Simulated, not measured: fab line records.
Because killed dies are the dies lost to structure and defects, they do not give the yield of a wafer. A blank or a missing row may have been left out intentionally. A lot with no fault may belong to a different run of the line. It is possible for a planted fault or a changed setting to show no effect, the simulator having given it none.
Which tool did it? / flow n5-finfet / Sampling: 24 lots, 72 wafers, 5 of 1938 route steps

WHAT THE GAUGES READ, wafer by wafer
N5_BEOL_M13_OVL_MEAS_11.
lot=L076; measured=day 11 05:33; on=overlay-01; V12_OVL (nm)=-9 -7 -1
lot=L074; measured=day 11 08:13; on=overlay-01; V12_OVL (nm)=-6 1 -5
lot=L075; measured=day 11 12:52; on=overlay-02; V12_OVL (nm)=-3 -1 1
lot=L077; measured=day 11 21:55; on=overlay-01; V12_OVL (nm)=2 -6 5
lot=L078; measured=day 12 03:10; on=overlay-02; V12_OVL (nm)=2 -8 -2
lot=L079; measured=day 12 11:59; on=overlay-01; V12_OVL (nm)=3 2 4
lot=L080; measured=day 12 13:35; on=overlay-02; V12_OVL (nm)=-8 -3 -8
lot=L081; measured=day 12 23:10; on=overlay-01; V12_OVL (nm)=-2 -4 -5
lot=L083; measured=day 13 07:11; on=overlay-02; V12_OVL (nm)=-9 -2 -2
lot=L082; measured=day 13 07:29; on=overlay-02; V12_OVL (nm)=1 0 -7
lot=L084; measured=day 13 12:49; on=overlay-01; V12_OVL (nm)=-10 -2 -7
lot=L085; measured=day 14 11:42; on=overlay-02; V12_OVL (nm)=-2 -3 -5
lot=L086; measured=day 14 12:05; on=overlay-01; V12_OVL (nm)=11 1 -1
lot=L088; measured=day 14 12:40; on=overlay-02; V12_OVL (nm)=-9 -4 -6
lot=L091; measured=day 14 15:01; on=overlay-01; V12_OVL (nm)=-6 -7 0
lot=L087; measured=day 14 19:11; on=overlay-02; V12_OVL (nm)=-7 -17 -3
lot=L090; measured=day 15 00:13; on=overlay-02; V12_OVL (nm)=-5 -9 5
lot=L089; measured=day 15 02:00; on=overlay-01; V12_OVL (nm)=6 6 1
lot=L094; measured=day 15 23:27; on=overlay-02; V12_OVL (nm)=-1 -1 -1
lot=L092; measured=day 16 02:30; on=overlay-01; V12_OVL (nm)=-5 7 -4
lot=L093; measured=day 16 03:01; on=overlay-02; V12_OVL (nm)=-3 -4 -5
lot=L095; measured=day 16 03:17; on=overlay-02; V12_OVL (nm)=-1 -10 -10
lot=L097; measured=day 16 15:32; on=overlay-02; V12_OVL (nm)=-9 -2 -1
lot=L096; measured=day 16 17:18; on=overlay-02; V12_OVL (nm)=-9 -8 -9

N5_BEOL_M13_INSPECT_12: inspects for defects (macro).
lot=L076; measured=day 11 05:34; on=defect-inspect-02; raw-defect-count=3 0 3
lot=L074; measured=day 11 08:14; on=defect-inspect-02; raw-defect-count=2 0 1
lot=L075; measured=day 11 12:53; on=defect-inspect-02; raw-defect-count=3 2 1
lot=L077; measured=day 11 21:56; on=defect-inspect-02; raw-defect-count=4 5 1
lot=L078; measured=day 12 03:11; on=defect-inspect-01; raw-defect-count=2 1 5
lot=L079; measured=day 12 12:01; on=defect-inspect-02; raw-defect-count=1 2 4
lot=L080; measured=day 12 13:37; on=defect-inspect-02; raw-defect-count=2 3 3
lot=L081; measured=day 12 23:11; on=defect-inspect-01; raw-defect-count=5 0 4
lot=L083; measured=day 13 07:13; on=defect-inspect-01; raw-defect-count=1 0 2
lot=L082; measured=day 13 07:30; on=defect-inspect-01; raw-defect-count=0 2 1
lot=L084; measured=day 13 12:50; on=defect-inspect-02; raw-defect-count=0 4 1
lot=L085; measured=day 14 11:43; on=defect-inspect-01; raw-defect-count=3 2 2
lot=L086; measured=day 14 12:07; on=defect-inspect-01; raw-defect-count=3 2 4
lot=L088; measured=day 14 12:41; on=defect-inspect-01; raw-defect-count=5 2 4
lot=L091; measured=day 14 15:02; on=defect-inspect-02; raw-defect-count=2 3 0
lot=L087; measured=day 14 19:13; on=defect-inspect-02; raw-defect-count=3 0 2
lot=L090; measured=day 15 00:14; on=defect-inspect-01; raw-defect-count=2 1 2
lot=L089; measured=day 15 02:01; on=defect-inspect-02; raw-defect-count=1 2 2
lot=L094; measured=day 15 23:28; on=defect-inspect-01; raw-defect-count=1 5 1
lot=L092; measured=day 16 02:32; on=defect-inspect-02; raw-defect-count=5 3 3
lot=L093; measured=day 16 03:03; on=defect-inspect-02; raw-defect-count=1 2 2
lot=L095; measured=day 16 03:19; on=defect-inspect-01; raw-defect-count=0 1 3
lot=L097; measured=day 16 15:33; on=defect-inspect-01; raw-defect-count=2 3 4
lot=L096; measured=day 16 17:19; on=defect-inspect-01; raw-defect-count=1 4 1

N5_BEOL_M13_THK_MEAS_50: measures by xrf.
lot=L076; measured=day 11 09:18; on=film-metro-01; M13_THK (nm)=411 417 418
lot=L074; measured=day 11 12:01; on=film-metro-02; M13_THK (nm)=413 425 432
lot=L075; measured=day 11 16:53; on=film-metro-02; M13_THK (nm)=428 436 428
lot=L077; measured=day 12 05:14; on=film-metro-02; M13_THK (nm)=421 421 432
lot=L078; measured=day 12 08:24; on=film-metro-01; M13_THK (nm)=406 409 410
lot=L079; measured=day 12 15:29; on=film-metro-02; M13_THK (nm)=417 417 422
lot=L080; measured=day 12 19:14; on=film-metro-02; M13_THK (nm)=416 420 416
lot=L081; measured=day 13 05:46; on=film-metro-02; M13_THK (nm)=418 427 421
lot=L083; measured=day 13 10:33; on=film-metro-01; M13_THK (nm)=428 432 416
lot=L082; measured=day 13 11:46; on=film-metro-01; M13_THK (nm)=405 410 411
lot=L084; measured=day 13 17:19; on=film-metro-02; M13_THK (nm)=415 421 417
lot=L085; measured=day 14 18:46; on=film-metro-02; M13_THK (nm)=414 410 412
lot=L086; measured=day 14 19:29; on=film-metro-02; M13_THK (nm)=422 426 421
lot=L088; measured=day 14 19:33; on=film-metro-02; M13_THK (nm)=427 418 421
lot=L091; measured=day 14 20:07; on=film-metro-02; M13_THK (nm)=417 430 417
lot=L087; measured=day 14 22:19; on=film-metro-02; M13_THK (nm)=418 427 424
lot=L090; measured=day 15 04:58; on=film-metro-01; M13_THK (nm)=413 414 419
lot=L089; measured=day 15 07:52; on=film-metro-01; M13_THK (nm)=422 411 418
lot=L094; measured=day 16 04:22; on=film-metro-02; M13_THK (nm)=416 431 427
lot=L092; measured=day 16 06:03; on=film-metro-02; M13_THK (nm)=427 421 420
lot=L093; measured=day 16 09:16; on=film-metro-01; M13_THK (nm)=404 398 406
lot=L095; measured=day 16 09:13; on=film-metro-01; M13_THK (nm)=415 408 414
lot=L097; measured=day 16 23:02; on=film-metro-01; M13_THK (nm)=409 422 415
lot=L096; measured=day 16 22:05; on=film-metro-01; M13_THK (nm)=410 410 410

EACH LOT AND THE TOOL THAT RAN IT (in order: tool; ch and the chambers of the sampled wafers; start)
lot=L076; N5_BEOL_M13_ETCH_68=rie-diel-04 ch 0,1,2, day 11 07:08; N5_BEOL_M13_TRENCH_ETCH_34=rie-diel-04 ch 0,1,2, day 11 07:21
lot=L074; N5_BEOL_M13_ETCH_68=rie-diel-04 ch 1,3, day 11 09:25; N5_BEOL_M13_TRENCH_ETCH_34=rie-diel-04 ch 1,3, day 11 09:38
lot=L075; N5_BEOL_M13_ETCH_68=rie-diel-04 ch 0,3, day 11 14:10; N5_BEOL_M13_TRENCH_ETCH_34=rie-diel-04 ch 0,3, day 11 14:24
lot=L077; N5_BEOL_M13_ETCH_68=rie-diel-04 ch 0,1,3, day 11 23:13; N5_BEOL_M13_TRENCH_ETCH_34=rie-diel-04 ch 0,1,3, day 11 23:26
lot=L078; N5_BEOL_M13_ETCH_68=rie-diel-05 ch 1,2,3, day 12 04:23; N5_BEOL_M13_TRENCH_ETCH_34=rie-diel-05 ch 1,2,3, day 12 04:37
lot=L079; N5_BEOL_M13_ETCH_68=rie-diel-01 ch 0,1,3, day 12 13:25; N5_BEOL_M13_TRENCH_ETCH_34=rie-diel-01 ch 0,1,3, day 12 13:38
lot=L080; N5_BEOL_M13_ETCH_68=rie-diel-05 ch 0,1,2, day 12 15:17; N5_BEOL_M13_TRENCH_ETCH_34=rie-diel-05 ch 0,1,2, day 12 15:30
lot=L081; N5_BEOL_M13_ETCH_68=rie-diel-01 ch 1,2,3, day 13 00:52; N5_BEOL_M13_TRENCH_ETCH_34=rie-diel-01 ch 1,2,3, day 13 01:05
lot=L083; N5_BEOL_M13_ETCH_68=rie-diel-04 ch 1,2,3, day 13 08:23; N5_BEOL_M13_TRENCH_ETCH_34=rie-diel-04 ch 1,2,3, day 13 08:36
lot=L082; N5_BEOL_M13_ETCH_68=rie-diel-05 ch 0,2, day 13 08:46; N5_BEOL_M13_TRENCH_ETCH_34=rie-diel-05 ch 0,2, day 13 08:59
lot=L084; N5_BEOL_M13_ETCH_68=rie-diel-05 ch 0,1, day 13 13:59; N5_BEOL_M13_TRENCH_ETCH_34=rie-diel-05 ch 0,1, day 13 14:13
lot=L085; N5_BEOL_M13_ETCH_68=rie-diel-05 ch 0,1,2, day 14 13:01; N5_BEOL_M13_TRENCH_ETCH_34=rie-diel-05 ch 0,1,2, day 14 13:14
lot=L086; N5_BEOL_M13_ETCH_68=rie-diel-01 ch 1,2,3, day 14 13:24; N5_BEOL_M13_TRENCH_ETCH_34=rie-diel-01 ch 1,2,3, day 14 13:38
lot=L088; N5_BEOL_M13_ETCH_68=rie-diel-05 ch 1,3, day 14 13:59; N5_BEOL_M13_TRENCH_ETCH_34=rie-diel-05 ch 1,3, day 14 14:12
lot=L091; N5_BEOL_M13_ETCH_68=rie-diel-01 ch 0,1, day 14 16:12; N5_BEOL_M13_TRENCH_ETCH_34=rie-diel-01 ch 0,1, day 14 16:25
lot=L087; N5_BEOL_M13_ETCH_68=rie-diel-04 ch 1,2, day 14 20:29; N5_BEOL_M13_TRENCH_ETCH_34=rie-diel-04 ch 1,2, day 14 20:43
lot=L090; N5_BEOL_M13_ETCH_68=rie-diel-01 ch 0,1, day 15 01:31; N5_BEOL_M13_TRENCH_ETCH_34=rie-diel-01 ch 0,1, day 15 01:44
lot=L089; N5_BEOL_M13_ETCH_68=rie-diel-01 ch 0,1,3, day 15 03:56; N5_BEOL_M13_TRENCH_ETCH_34=rie-diel-01 ch 0,1,3, day 15 04:09
lot=L094; N5_BEOL_M13_ETCH_68=rie-diel-04 ch 0,2,3, day 16 00:38; N5_BEOL_M13_TRENCH_ETCH_34=rie-diel-04 ch 0,2,3, day 16 00:51
lot=L092; N5_BEOL_M13_ETCH_68=rie-diel-01 ch 0,1,2, day 16 03:52; N5_BEOL_M13_TRENCH_ETCH_34=rie-diel-01 ch 0,1,2, day 16 04:05
lot=L093; N5_BEOL_M13_ETCH_68=rie-diel-01 ch 0,1,2, day 16 04:25; N5_BEOL_M13_TRENCH_ETCH_34=rie-diel-01 ch 0,1,2, day 16 04:38
lot=L095; N5_BEOL_M13_ETCH_68=rie-diel-05 ch 0,3, day 16 04:31; N5_BEOL_M13_TRENCH_ETCH_34=rie-diel-05 ch 0,3, day 16 04:44
lot=L097; N5_BEOL_M13_ETCH_68=rie-diel-05 ch 0,3, day 16 17:22; N5_BEOL_M13_TRENCH_ETCH_34=rie-diel-05 ch 0,3, day 16 17:35
lot=L096; N5_BEOL_M13_ETCH_68=rie-diel-01 ch 0,1,3, day 16 18:40; N5_BEOL_M13_TRENCH_ETCH_34=rie-diel-01 ch 0,1,3, day 16 18:53
- N5_BEOL_M13_ETCH_68: etches SOC in N2/H2, time 355 s.
- N5_BEOL_M13_TRENCH_ETCH_34: etches SiOC in C4F8/O2/Ar, target depth 413.47 nm, time 162.6 s.

WHAT THE TOOLS THEMSELVES READ (means of the sampled wafers that have a number; where no wafer has one, the mark that the record gives instead)
N5_BEOL_M13_ETCH_68.
lot=L076; tool=rie-diel-04; drypump-motor-current-A (A)=5.5; oes-product-au (a.u.)=0.81; rf-vpp-V (V)=526.0; showerhead-plenum-p-Torr (Torr)=2.63; throttle-valve-pct (%)=17.57
lot=L074; tool=rie-diel-04; drypump-motor-current-A (A)=5.7; oes-product-au (a.u.)=0.88; rf-vpp-V (V)=527.2; showerhead-plenum-p-Torr (Torr)=2.69; throttle-valve-pct (%)=17.57
lot=L075; tool=rie-diel-04; drypump-motor-current-A (A)=5.3; oes-product-au (a.u.)=0.79; rf-vpp-V (V)=524.6; showerhead-plenum-p-Torr (Torr)=2.57; throttle-valve-pct (%)=17.53
lot=L077; tool=rie-diel-04; drypump-motor-current-A (A)=5.5; oes-product-au (a.u.)=0.83; rf-vpp-V (V)=526.2; showerhead-plenum-p-Torr (Torr)=2.63; throttle-valve-pct (%)=17.61
lot=L078; tool=rie-diel-05; drypump-motor-current-A (A)=5.9; oes-product-au (a.u.)=0.74; rf-vpp-V (V)=523.8; showerhead-plenum-p-Torr (Torr)=2.54; throttle-valve-pct (%)=17.92
lot=L079; tool=rie-diel-01; drypump-motor-current-A (A)=6.1; oes-product-au (a.u.)=0.75; rf-vpp-V (V)=523.2; showerhead-plenum-p-Torr (Torr)=2.54; throttle-valve-pct (%)=17.67
lot=L080; tool=rie-diel-05; drypump-motor-current-A (A)=5.8; oes-product-au (a.u.)=0.80; rf-vpp-V (V)=523.3; showerhead-plenum-p-Torr (Torr)=2.53; throttle-valve-pct (%)=17.89
lot=L081; tool=rie-diel-01; drypump-motor-current-A (A)=5.8; oes-product-au (a.u.)=0.77; rf-vpp-V (V)=522.7; showerhead-plenum-p-Torr (Torr)=2.47; throttle-valve-pct (%)=17.70
lot=L083; tool=rie-diel-04; drypump-motor-current-A (A)=5.7; oes-product-au (a.u.)=0.85; rf-vpp-V (V)=529.0; showerhead-plenum-p-Torr (Torr)=2.68; throttle-valve-pct (%)=17.54
lot=L082; tool=rie-diel-05; drypump-motor-current-A (A)=5.5; oes-product-au (a.u.)=0.80; rf-vpp-V (V)=524.3; showerhead-plenum-p-Torr (Torr)=2.57; throttle-valve-pct (%)=17.99
lot=L084; tool=rie-diel-05; drypump-motor-current-A (A)=6.0; oes-product-au (a.u.)=0.79; rf-vpp-V (V)=522.6; showerhead-plenum-p-Torr (Torr)=2.48; throttle-valve-pct (%)=17.82
lot=L085; tool=rie-diel-05; drypump-motor-current-A (A)=5.8; oes-product-au (a.u.)=0.78; rf-vpp-V (V)=523.4; showerhead-plenum-p-Torr (Torr)=2.53; throttle-valve-pct (%)=17.92
lot=L086; tool=rie-diel-01; drypump-motor-current-A (A)=5.8; oes-product-au (a.u.)=0.76; rf-vpp-V (V)=522.3; showerhead-plenum-p-Torr (Torr)=2.47; throttle-valve-pct (%)=17.72
lot=L088; tool=rie-diel-05; drypump-motor-current-A (A)=6.2; oes-product-au (a.u.)=0.90; rf-vpp-V (V)=523.9; showerhead-plenum-p-Torr (Torr)=2.54; throttle-valve-pct (%)=17.58
lot=L091; tool=rie-diel-01; drypump-motor-current-A (A)=6.1; oes-product-au (a.u.)=0.73; rf-vpp-V (V)=524.1; showerhead-plenum-p-Torr (Torr)=2.56; throttle-valve-pct (%)=17.76
lot=L087; tool=rie-diel-04; drypump-motor-current-A (A)=5.7; oes-product-au (a.u.)=0.83; rf-vpp-V (V)=528.4; showerhead-plenum-p-Torr (Torr)=2.68; throttle-valve-pct (%)=17.51
lot=L090; tool=rie-diel-01; drypump-motor-current-A (A)=6.2; oes-product-au (a.u.)=0.73; rf-vpp-V (V)=523.7; showerhead-plenum-p-Torr (Torr)=2.56; throttle-valve-pct (%)=17.77
lot=L089; tool=rie-diel-01; drypump-motor-current-A (A)=6.1; oes-product-au (a.u.)=0.73; rf-vpp-V (V)=522.3; showerhead-plenum-p-Torr (Torr)=2.53; throttle-valve-pct (%)=17.70
lot=L094; tool=rie-diel-04; drypump-motor-current-A (A)=5.5; oes-product-au (a.u.)=0.80; rf-vpp-V (V)=526.0; showerhead-plenum-p-Torr (Torr)=2.62; throttle-valve-pct (%)=17.50
lot=L092; tool=rie-diel-01; drypump-motor-current-A (A)=5.9; oes-product-au (a.u.)=0.74; rf-vpp-V (V)=523.1; showerhead-plenum-p-Torr (Torr)=2.50; throttle-valve-pct (%)=17.80
lot=L093; tool=rie-diel-01; drypump-motor-current-A (A)=5.8; oes-product-au (a.u.)=0.74; rf-vpp-V (V)=522.6; showerhead-plenum-p-Torr (Torr)=2.50; throttle-valve-pct (%)=17.81
lot=L095; tool=rie-diel-05; drypump-motor-current-A (A)=6.1; oes-product-au (a.u.)=0.90; rf-vpp-V (V)=525.8; showerhead-plenum-p-Torr (Torr)=2.59; throttle-valve-pct (%)=17.60
lot=L097; tool=rie-diel-05; drypump-motor-current-A (A)=6.1; oes-product-au (a.u.)=0.89; rf-vpp-V (V)=524.6; showerhead-plenum-p-Torr (Torr)=2.59; throttle-valve-pct (%)=17.60
lot=L096; tool=rie-diel-01; drypump-motor-current-A (A)=6.1; oes-product-au (a.u.)=0.72; rf-vpp-V (V)=523.2; showerhead-plenum-p-Torr (Torr)=2.52; throttle-valve-pct (%)=17.72

N5_BEOL_M13_TRENCH_ETCH_34.
lot=L076; tool=rie-diel-04; drypump-motor-current-A (A)=5.5; oes-product-au (a.u.)=0.82; rf-vpp-V (V)=669; showerhead-plenum-p-Torr (Torr)=3.54; throttle-valve-pct (%)=24.09
lot=L074; tool=rie-diel-04; drypump-motor-current-A (A)=5.7; oes-product-au (a.u.)=0.88; rf-vpp-V (V)=671; showerhead-plenum-p-Torr (Torr)=3.60; throttle-valve-pct (%)=24.07
lot=L075; tool=rie-diel-04; drypump-motor-current-A (A)=5.3; oes-product-au (a.u.)=0.79; rf-vpp-V (V)=667; showerhead-plenum-p-Torr (Torr)=3.48; throttle-valve-pct (%)=24.10
lot=L077; tool=rie-diel-04; drypump-motor-current-A (A)=5.5; oes-product-au (a.u.)=0.82; rf-vpp-V (V)=668; showerhead-plenum-p-Torr (Torr)=3.53; throttle-valve-pct (%)=24.13
lot=L078; tool=rie-diel-05; drypump-motor-current-A (A)=5.9; oes-product-au (a.u.)=0.75; rf-vpp-V (V)=665; showerhead-plenum-p-Torr (Torr)=3.40; throttle-valve-pct (%)=24.29
lot=L079; tool=rie-diel-01; drypump-motor-current-A (A)=6.1; oes-product-au (a.u.)=0.76; rf-vpp-V (V)=666; showerhead-plenum-p-Torr (Torr)=3.41; throttle-valve-pct (%)=24.10
lot=L080; tool=rie-diel-05; drypump-motor-current-A (A)=5.8; oes-product-au (a.u.)=0.80; rf-vpp-V (V)=665; showerhead-plenum-p-Torr (Torr)=3.40; throttle-valve-pct (%)=24.30
lot=L081; tool=rie-diel-01; drypump-motor-current-A (A)=5.8; oes-product-au (a.u.)=0.77; rf-vpp-V (V)=662; showerhead-plenum-p-Torr (Torr)=3.35; throttle-valve-pct (%)=24.21
lot=L083; tool=rie-diel-04; drypump-motor-current-A (A)=5.7; oes-product-au (a.u.)=0.85; rf-vpp-V (V)=669; showerhead-plenum-p-Torr (Torr)=3.60; throttle-valve-pct (%)=24.06
lot=L082; tool=rie-diel-05; drypump-motor-current-A (A)=5.5; oes-product-au (a.u.)=0.80; rf-vpp-V (V)=666; showerhead-plenum-p-Torr (Torr)=3.43; throttle-valve-pct (%)=24.29
lot=L084; tool=rie-diel-05; drypump-motor-current-A (A)=6.1; oes-product-au (a.u.)=0.79; rf-vpp-V (V)=664; showerhead-plenum-p-Torr (Torr)=3.36; throttle-valve-pct (%)=24.34
lot=L085; tool=rie-diel-05; drypump-motor-current-A (A)=5.8; oes-product-au (a.u.)=0.79; rf-vpp-V (V)=665; showerhead-plenum-p-Torr (Torr)=3.39; throttle-valve-pct (%)=24.32
lot=L086; tool=rie-diel-01; drypump-motor-current-A (A)=5.8; oes-product-au (a.u.)=0.77; rf-vpp-V (V)=664; showerhead-plenum-p-Torr (Torr)=3.35; throttle-valve-pct (%)=24.22
lot=L088; tool=rie-diel-05; drypump-motor-current-A (A)=6.2; oes-product-au (a.u.)=0.88; rf-vpp-V (V)=666; showerhead-plenum-p-Torr (Torr)=3.42; throttle-valve-pct (%)=24.00
lot=L091; tool=rie-diel-01; drypump-motor-current-A (A)=6.1; oes-product-au (a.u.)=0.73; rf-vpp-V (V)=666; showerhead-plenum-p-Torr (Torr)=3.43; throttle-valve-pct (%)=24.08
lot=L087; tool=rie-diel-04; drypump-motor-current-A (A)=5.7; oes-product-au (a.u.)=0.83; rf-vpp-V (V)=671; showerhead-plenum-p-Torr (Torr)=3.60; throttle-valve-pct (%)=24.02
lot=L090; tool=rie-diel-01; drypump-motor-current-A (A)=6.2; oes-product-au (a.u.)=0.73; rf-vpp-V (V)=666; showerhead-plenum-p-Torr (Torr)=3.43; throttle-valve-pct (%)=24.08
lot=L089; tool=rie-diel-01; drypump-motor-current-A (A)=6.1; oes-product-au (a.u.)=0.74; rf-vpp-V (V)=665; showerhead-plenum-p-Torr (Torr)=3.40; throttle-valve-pct (%)=24.12
lot=L094; tool=rie-diel-04; drypump-motor-current-A (A)=5.5; oes-product-au (a.u.)=0.79; rf-vpp-V (V)=668; showerhead-plenum-p-Torr (Torr)=3.53; throttle-valve-pct (%)=24.05
lot=L092; tool=rie-diel-01; drypump-motor-current-A (A)=5.9; oes-product-au (a.u.)=0.75; rf-vpp-V (V)=663; showerhead-plenum-p-Torr (Torr)=3.36; throttle-valve-pct (%)=24.20
lot=L093; tool=rie-diel-01; drypump-motor-current-A (A)=5.9; oes-product-au (a.u.)=0.74; rf-vpp-V (V)=664; showerhead-plenum-p-Torr (Torr)=3.36; throttle-valve-pct (%)=24.20
lot=L095; tool=rie-diel-05; drypump-motor-current-A (A)=6.1; oes-product-au (a.u.)=0.89; rf-vpp-V (V)=668; showerhead-plenum-p-Torr (Torr)=3.46; throttle-valve-pct (%)=23.93
lot=L097; tool=rie-diel-05; drypump-motor-current-A (A)=6.1; oes-product-au (a.u.)=0.90; rf-vpp-V (V)=666; showerhead-plenum-p-Torr (Torr)=3.46; throttle-valve-pct (%)=23.93
lot=L096; tool=rie-diel-01; drypump-motor-current-A (A)=6.1; oes-product-au (a.u.)=0.73; rf-vpp-V (V)=664; showerhead-plenum-p-Torr (Torr)=3.40; throttle-valve-pct (%)=24.13

THE ANSWER, worked out from the rows above alone
Rule: what is usual is taken from the lots themselves. The widest of any qualifying gaps counts: lots, ordered by their means at a reading, are off when they make up no more than a third of the lots, leave a main group of 4 or more, and stand apart from it by 3 or more times the standard deviation of that group's means. Not used: any main group whose means are identical at the precision the tables above print for the reading. A lot without any number at a reading at which 4 lots or more have one is off too. Any other lot the step has rows for is counted as sound. The gauges are gone through in route order, then the tools' own readings, and for those a lot's mean is taken as printed above. At the first step where some lot is off, the reading lying furthest off is the one used; lots without a number count as furthest.
None of the lots is off at any reading shown; this tells nothing.

WHAT THE SIMULATOR HAD INSERTED
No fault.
